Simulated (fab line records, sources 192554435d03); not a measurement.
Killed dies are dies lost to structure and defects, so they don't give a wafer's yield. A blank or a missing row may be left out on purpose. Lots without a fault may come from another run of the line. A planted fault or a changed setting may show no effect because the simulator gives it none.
fab line records | flow n5_finfet
record lots=5 wafers=12 last_day=19
route steps=1938 shown BEOL_M3@938 BEOL_M4@1111 PASSIVATION@1936
lots that met no fault: from a run of the same line without faults
start_h: hours from the record's first day to the start of the lot's first wafer shown | wait_h: hours since the lot's step before | " the same as in the row above | L1.1+2: a row that stands for several wafers | - no value, or no start given | * or withheld: withheld | < > ~ a bound
route shown NAME@n: a module of which the file shows steps, and the number in the route of the first | usual: mean/standard deviation of fault-free wafers | same: alike in all rows | chamber/n: place in a boat | sites: the reading at each site | _std_site: their standard deviation | _edge_site: outer sites' mean less inner sites' | radius_mm: how far each site lies from the wafer's centre | mask NAME#n: copy n | behind: the tool/chamber that last shaped the wafer | hold: why the lot was held/for how many hours/how that ended | device: the transistor (n, p or np) that didn't switch | end of line: the same wafers' tests at the end of the route | a step without rows: its recipe alone | killed: dies lost to structure and defects at the first sort, not the wafer's yield | map: a wafer's dies, x killed, . not, _ none there
set.NAME: the setting as run; set.NAME@STEP: as run at that earlier step | model.NAME: the simulator's own value behind a step, which no gauge read
lots at some steps of the route; a table a step, a row a wafer
services: from which hour (start_h, from the record's first day; less than 0 if before it) a tool's chamber was out of use, for how many hours, and why
## steps
# step N5_BEOL_M3_COAT_05
# recipe resist=CAR-EUV spin_rpm=1500 resist_thk_nm=30
# step N5_BEOL_M3_EBR_07
# recipe solvent=PGMEA ebr_width_mm=1.5
# step N5_BEOL_M3_SOFTBAKE_06
# recipe temp_c=110 time_s=60 resist=CAR-EUV
# step N5_BEOL_M3_EXPOSE_08
# recipe mask_id=M3 na=0.33 source_shape=dipole sigma_inner=0.369 sigma_outer=0.767 polarization=unpolarized dose_mj=33
# step N5_BEOL_M3_PEB_09
# recipe peb_temp_c=100 peb_time_s=60 resist=CAR-EUV
# step N5_BEOL_M3_DEVELOP_10
# recipe develop_time_s=30 developer=TMAH resist=CAR-EUV rinse_liquid=surfactant_rinse dry=air_spin dev_temp_c=23
# step N5_BEOL_M3_DESCUM_16
# recipe chemistry=O2 time_s=7 source_power_w=50 bias_power_w=20 pressure_mtorr=20 rf_frequency_hz=2.712e+07 temp_c=40 resist=CAR-EUV o2_flow_sccm=225
# step N5_BEOL_M3_ETCH_74
# recipe chemistry=N2/H2 target=underlayer target_depth_a=65 mask_material=CAR-EUV time_s=5.2 ion_energy_ev=200 pressure_mtorr=30 source_w=840 bias_w=150 n2_flow_sccm=200 h2_flow_sccm=200 ends=cleared
# step N5_BEOL_M3_ETCH_63
# recipe chemistry=CF4 target=SiARC target_depth_a=156 mask_material=CAR-EUV time_s=26 ion_energy_ev=80 pressure_mtorr=40 source_w=545 bias_w=36 Ar_flow_sccm=100 cf4_flow_sccm=100 ends=cleared
# step N5_BEOL_M3_ETCH_64
# recipe chemistry=N2/H2 target=SOC target_depth_a=750 overetch_a=150 mask_material=SiARC temp_c=40 time_s=112.5 ion_energy_ev=200 pressure_mtorr=30 source_w=840 bias_w=150 n2_flow_sccm=200 h2_flow_sccm=200
# usual bias_w=150.0/0.41 drypump_motor_current_A=5.6/0.42 oes_product_au=0.62/0.061 rf_vpp_V=523.9/2.1 showerhead_plenum_p_Torr=2.55/0.069 throttle_valve_pct=17.83/0.24
# columns lot.wafer tool chamber start_h wait_h bias_w drypump_motor_current_A oes_product_au rf_hours_counter_h rf_vpp_V showerhead_plenum_p_Torr throttle_valve_pct model.SiARC_of_BEOL_M3_COAT_62.thk_nm model.BEOL_M3.cd_offset_nm
L446.1 rie_diel-05 3 182.80 0.0 149.9 5.1 0.55 242 522.5 2.49 18.10 7 0
L446.3 " 1 " " 150.4 5.6 0.57 213 525.4 2.63 17.77 6.6 0.2
L446.4 " 2 " " 150.1 6.2 0.66 60 525.1 2.60 17.56 6.4 -0.2
L456.2 rie_diel-05 1 260.43 0.0 150.0 5.6 0.55 232 525.9 2.62 17.80 3.4 1.6
L456.3 " 3 " " 150.2 5.1 0.75 6 523.6 2.48 17.73 6.8 0
L458.2 rie_diel-05 3 271.63 0.0 149.9 5.1 0.74 9 521.2 2.48 17.74 3.6 1.4
L458.3 " 2 " " 150.6 6.2 0.65 80 526.0 2.59 17.60 6.6 0.2
L460.4 rie_diel-05 0 282.18 0.0 149.6 5.2 0.64 108 522.1 2.44 17.29 3.8 1.2
L460.6 " 2 " " 149.5 6.2 0.65 - 524.8 2.59 17.61 6.6 0.2
L463.2 rie_diel-06 2 303.68 0.0 149.9 5.7 0.57 213 525.9 2.62 18.00 6.8 0
L463.4 " 0 " " 150.2 5.2 0.60 - 519.5 2.45 18.13 6.8 -0.4
L463.6 " 3 " " 149.4 5.7 0.56 - 527.0 2.61 17.99 7.2 -0.2
# step N5_BEOL_M3_STRIP_65
# recipe chemistry=N2/H2 temp_c=40 n2_flow_sccm=200 h2_flow_sccm=200 rf_frequency_hz=6e+07
# step N5_BEOL_M3_STRIP_75
# recipe chemistry=N2/H2 temp_c=40 n2_flow_sccm=200 h2_flow_sccm=200 rf_frequency_hz=6e+07
# step N5_BEOL_M3_STRIP_66
# recipe chemistry=CF4 resist=SiARC power_w=300 bias_power_w=75 pressure_mtorr=50 cf4_flow_sccm=150 rf_frequency_hz=6e+07
# step N5_BEOL_M3_HM_OPEN_17
# recipe chemistry=Cl2/BCl3 target_depth_a=200 overetch_a=60 target=TiN mask_material=SOC ion_energy_ev=150 pressure_mtorr=10 icp_w=1000 bias_w=126 Cl2_flow_sccm=53.25 bcl3_flow_sccm=21.75 Ar_flow_sccm=25
# usual bias_w=126.0/0.35 drypump_motor_current_A=5.6/0.5 oes_product_au=0.61/0.076 throttle_valve_pct=22.05/0.21
# columns lot.wafer tool chamber start_h wait_h bias_w drypump_motor_current_A oes_product_au rf_hours_counter_h throttle_valve_pct model.BEOL_M3.cd_offset_nm
L446.1 rie_metal-02 1 182.97 0.0 125.8 5.4 0.63 52 21.85 0
L446.3 " 0 " " 125.6 5.8 0.56 - 21.99 0.2
L446.4 " 1 " " 126.0 5.5 0.64 - 21.86 -0.4
L456.2 rie_metal-03 0 260.64 0.1 125.7 6.2 0.58 - 22.42 1.4
L456.3 " 0 " " 125.3 6.1 0.58 - 22.44 -0.2
L458.2 rie_metal-02 1 271.80 0.0 126.1 5.5 0.62 60 21.88 1.4
L458.3 " 1 " " 126.2 5.4 0.62 - 21.86 0.2
L460.4 rie_metal-01 1 282.38 0.1 125.5 5.9 0.69 - 22.04 1.2
L460.6 " 1 " " 126.0 5.8 0.68 - 22.04 0
L463.2 rie_metal-01 0 303.85 0.0 125.4 4.8 0.81 2 21.85 0
L463.4 " 0 " " 125.3 4.8 0.80 - 21.85 -0.2
L463.6 " 1 " " 126.0 5.9 0.69 - 22.02 -0.2
# step N5_BEOL_M3_STRIP_19
# recipe chemistry=O2 power_w=400 temp_c=40 pressure_mtorr=30 rf_frequency_hz=6e+07 bias_power_w=0 overash_fraction=0.2 o2_flow_sccm=225
# step N5_BEOL_M3_CD_MEAS_18
# recipe pitch_nm=36 target_cd_nm=18
# usual cd_nm=17.9/0.32
# columns lot.wafer tool chamber start_h wait_h cd_nm
L446.1 cd_sem-03 - 183.15 0.0 17.6
L446.3 " - " " 18.2
L446.4 " - " " 17.9
L456.2 cd_sem-02 - 260.89 0.1 19.1
L456.3 " - " " 18.1
L458.2 cd_sem-02 - 272.03 0.1 19.7
L458.3 " - " " 18.1
L460.4 cd_sem-02 - 282.54 0.1 19.0
L460.6 " - " " 18.2
L463.2 cd_sem-02 - 304.10 0.1 18.1
L463.4 " - " " 17.2
L463.6 " - " " 17.8
# step N5_BEOL_M3_COAT_67
# recipe resist=SOC temp_c=250 time_s=60 spin_rpm=1500 resist_thk_nm=60
# step N5_BEOL_M3_COAT_68
# recipe resist=SiARC temp_c=220 time_s=60 spin_rpm=1500 resist_thk_nm=12
# step N5_BEOL_M3_COAT_76
# recipe resist=underlayer temp_c=205 time_s=60 spin_rpm=1500 resist_thk_nm=5
# step N5_BEOL_M3_COAT_22
# recipe resist=CAR-EUV spin_rpm=1500 resist_thk_nm=30
# step N5_BEOL_M3_EBR_24
# recipe solvent=PGMEA ebr_width_mm=1.5
# step N5_BEOL_M3_SOFTBAKE_23
# recipe temp_c=110 time_s=60 resist=CAR-EUV
# step N5_BEOL_M3_EXPOSE_25
# recipe mask_id=V2 na=0.33 source_shape=quasar sigma_inner=0.2 sigma_outer=0.8 polarization=unpolarized defocus_nm=5 dose_mj=63
# step N5_BEOL_M3_PEB_26
# recipe peb_temp_c=100 peb_time_s=60 resist=CAR-EUV
# step N5_BEOL_M3_DEVELOP_27
# recipe develop_time_s=30 developer=TMAH resist=CAR-EUV rinse_liquid=surfactant_rinse dry=air_spin dev_temp_c=23
# step N5_BEOL_M3_DESCUM_33
# recipe chemistry=O2 time_s=7 source_power_w=50 bias_power_w=20 pressure_mtorr=20 rf_frequency_hz=2.712e+07 temp_c=40 resist=CAR-EUV o2_flow_sccm=225
# step N5_BEOL_M3_ETCH_77
# recipe chemistry=N2/H2 target=underlayer target_depth_a=65 mask_material=CAR-EUV time_s=5.2 ion_energy_ev=200 pressure_mtorr=30 source_w=840 bias_w=150 n2_flow_sccm=200 h2_flow_sccm=200 ends=cleared
# step N5_BEOL_M3_ETCH_69
# recipe chemistry=CF4 target=SiARC target_depth_a=156 mask_material=CAR-EUV time_s=26 ion_energy_ev=80 pressure_mtorr=40 source_w=545 bias_w=36 Ar_flow_sccm=100 cf4_flow_sccm=100 ends=cleared
# step N5_BEOL_M3_ALD_98
# recipe material=SiO2 target_thk_a=25 temp_c=100 ald_precursor_family=BDEAS ald_co_reactant=O2-plasma pulse_time_s=1 co_reactant_pulse_time_s=1 purge_time_s=2 co_reactant_purge_time_s=2 ald_cycles=17 pressure_torr=2
# step N5_BEOL_M3_ETCHBACK_99
# recipe chemistry=CHF3 target=SiO2 target_depth_a=50 time_s=10.4 source_w=215 bias_w=47 Ar_flow_sccm=200 CHF3_flow_sccm=12 ion_energy_ev=100 pressure_mtorr=30
# step N5_BEOL_M3_ETCH_70
# recipe chemistry=N2/H2 target=SOC target_depth_a=800 overetch_a=160 mask_material=SiARC temp_c=40 time_s=120 ion_energy_ev=200 pressure_mtorr=30 source_w=840 bias_w=150 n2_flow_sccm=200 h2_flow_sccm=200
# step N5_BEOL_M3_STRIP_71
# recipe chemistry=N2/H2 temp_c=40 n2_flow_sccm=200 h2_flow_sccm=200 rf_frequency_hz=6e+07
# step N5_BEOL_M3_STRIP_78
# recipe chemistry=N2/H2 temp_c=40 n2_flow_sccm=200 h2_flow_sccm=200 rf_frequency_hz=6e+07
# step N5_BEOL_M3_VIA_ETCH_34
# recipe chemistry=C4F6/O2 target_depth_a=694 mask_material=SOC pressure_mtorr=15 ion_energy_ev=250 taper_deg=4 time_s=65.9 source_w=350 bias_w=170 Ar_flow_sccm=300 C4F6_flow_sccm=10 O2_flow_sccm=10
# step N5_BEOL_M3_STRIP_83
# recipe chemistry=C4F6/O2 resist=SiARC rf_frequency_hz=6e+07
# step N5_BEOL_M3_STRIP_36
# recipe chemistry=N2/H2 power_w=450 temp_c=40 pressure_mtorr=20 rf_frequency_hz=6e+07 overash_fraction=0.3 bias_power_w=7 h2_frac=0.5 n2_flow_sccm=200 h2_flow_sccm=200
# step N5_BEOL_M4_RC_MEAS_101
# usual DIBL_N=36.5/1.9 DIBL_P=36.4/2.2 IOFF_N=0.17/0.034 IOFF_P=0.21/0.036 ION_N=678/12 ION_P=462/7.1 SERP_M3=208/15 SS_N=71.7/0.61 SS_P=73.4/0.71 VT_N=249/3.5 VT_P=-251/3
# columns lot.wafer tool chamber start_h wait_h DIBL_N[mV/V] DIBL_P[mV/V] IOFF_N[nA/um] IOFF_P[nA/um] ION_N[uA/um] ION_P[uA/um] SERP_M3[ohm/um] SS_N[mV/dec] SS_P[mV/dec] VT_N[mV] VT_P[mV]
L446.1 prober-01 0 213.55 0.0 36.6 34.7 0.15 0.18 666 451 205 71.1 72.6 249 -256
L446.3 " 0 " " 37.3 36.4 0.16 0.19 679 453 188 71.2 74.4 251 -253
L446.4 " 0 " " 36.8 35.5 0.15 0.19 662 450 209 71.4 73.6 252 -253
L456.2 prober-02 0 298.45 0.2 35.8 34.0 0.13 0.17 664 450 168 72.1 72.6 253 -253
L456.3 " 0 " " 36.9 36.0 0.17 0.21 697 469 215 71.6 73.1 244 -248
L458.2 prober-01 0 307.25 0.2 35.0 36.1 0.15 0.18 666 455 174 71.2 74.0 251 -254
L458.3 " 0 " " 30.1 30.3 0.09 0.12 664 455 198 70.3 71.6 258 -260
L460.4 prober-01 0 319.05 0.5 39.7 40.1 0.23 0.30 694 468 159 72.2 74.4 246 -245
L460.6 " 0 " " 39.2 39.5 0.22 0.29 694 471 194 73.3 74.6 245 -248
L463.2 prober-01 0 347.86 0.2 34.2 32.5 0.13 0.18 671 463 203 71.7 73.3 252 -253
L463.4 " 0 " " 35.5 34.0 0.16 0.20 673 467 222 70.7 74.2 249 -252
L463.6 " 0 " " 35.3 33.4 0.15 0.18 683 462 196 71.6 73.3 251 -252
# sites SERP_M3 radius_mm=0,75,75,75,75,140,140,140,140
L446.1 215 216 205 220 205 192 191 197 197
L456.2 175 180 177 168 177 156 147 144 146
L458.2 168 173 174 183 173 174 180 184 176
L460.4 153 161 158 155 160 159 160 167 149
L463.2 184 205 197 207 203 201 203 197 206
# step N5_PASSIVATION_PROBE_49
# usual defect_limited_yield=91.0/1.5 killed_at_M0_to_M3=35/11 killed_at_M4_up=13/5 killed_at_contacts=12/5.9 killed_at_front_end=42/13 killed_at_other=3/3.2 killed_dies=106/18 killed_open=69/13 killed_short=35/8.9 sort_bin_5_function=5.2/0.95 sort_bin_6_memory=3.3/0.71 sort_n_pass=1074/18 sort_yield_pct=91.0/1.5
# same gross_dies=1180 killed_at_back_side=0 sort_bin_4_leakage[%]=0 sort_bin_8_speed[%]=0
# columns lot.wafer tool chamber start_h wait_h defect_limited_yield[%] killed_at_M0_to_M3 killed_at_M4_up killed_at_contacts killed_at_front_end killed_at_other killed_dies killed_open killed_short sort_bin_5_function[%] sort_bin_6_memory[%] sort_n_pass sort_yield_pct[%]
L456.2 prober-02 - 420.47 0.1 91.7 55 5 1 35 2 98 54 37 4.7 2.6 1082 91.7
L458.2 prober-01 - 425.33 0.1 93.9 22 12 6 29 3 72 41 25 3.6 1.9 1108 93.9
# killed by level:class
L456.2 BEOL_M0_SAQP:geometric_particle:short=19 BEOL_M3:geometric_particle:open=13 BEOL_M0_SAQP:geometric_particle:open=11 FIN_SAQP:geometric_particle:open=7 FIN_SAQP:geometric_particle:short=6 STI_FIN_REVEAL:geometric_particle:open=5 HKMG_FIN:area_etch=5 BEOL_M1:geometric_particle:open=4
L458.2 FIN_SAQP:geometric_particle:short=7 BEOL_M2:geometric_particle:open=7 MOL_CONTACT_COAG:geometric_particle:open=6 STARTING-WAFER:geometric_particle:short=5 STI_FIN_REVEAL:geometric_particle:open=4 BEOL_M3:geometric_particle:open=4 BEOL_M4:geometric_particle:open=4 BEOL_M8:geometric_particle:open=4
## services
# columns tool chamber start_h hours kind
rie_metal-01 - 188.36 28.1 pm
rie_metal-01 - 224.85 1.7 repair
rie_diel-05 3 225.33 - clean
rie_diel-05 3 225.33 - consumable_replace:focus_ring
rie_diel-05 3 225.33 13.3 scheduled_down
rie_diel-05 3 225.33 13.3 vent_cycle
rie_metal-03 1 239.35 - clean
rie_metal-03 1 239.35 26.7 scheduled_down
rie_metal-03 1 239.35 26.7 vent_cycle
rie_diel-05 2 260.27 5.0 repair
rie_metal-01 0 260.32 - clean
rie_metal-01 0 260.32 14.9 scheduled_down
rie_metal-01 0 260.32 14.9 vent_cycle
rie_diel-06 1 271.31 - clean
rie_diel-06 1 271.31 - consumable_replace:focus_ring
rie_diel-06 1 271.31 32.9 scheduled_down
rie_diel-06 1 271.31 32.9 vent_cycle
rie_metal-01 - 288.34 0.1 repair
rie_diel-06 - 295.07 0.1 repair
rie_metal-03 0 299.21 7.3 repair
## key
first_sign step=N5_BEOL_M3_CD_MEAS_18 reading=cd_nm direction=up sigmas=4.3 usual=17.9 struck=19.3
effect step=N5_BEOL_M4_RC_MEAS_101 reading=SERP_M3 direction=down sigmas=2.7 usual=208 struck=167
model_effect step=N5_BEOL_M3_ETCH_64 value=SiARC_of_BEOL_M3_COAT_62.thk_nm without=6.733 struck=3.6
model_effect step=N5_BEOL_M3_HM_OPEN_17 value=BEOL_M3.cd_offset_nm without=-0.06667 struck=1.333
met_at N5_BEOL_M3_ETCH_64
struck_wafers L456.2,L458.2,L460.4
onset_between 182.80 260.43
fault kind=process_parameter_drift tool=rie_diel-05 chamber=- onset_h=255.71 steps=N5_BEOL_M3_ETCH_64 channel=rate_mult offset=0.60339 shape=step end_h=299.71 scope=struck_wafers_only
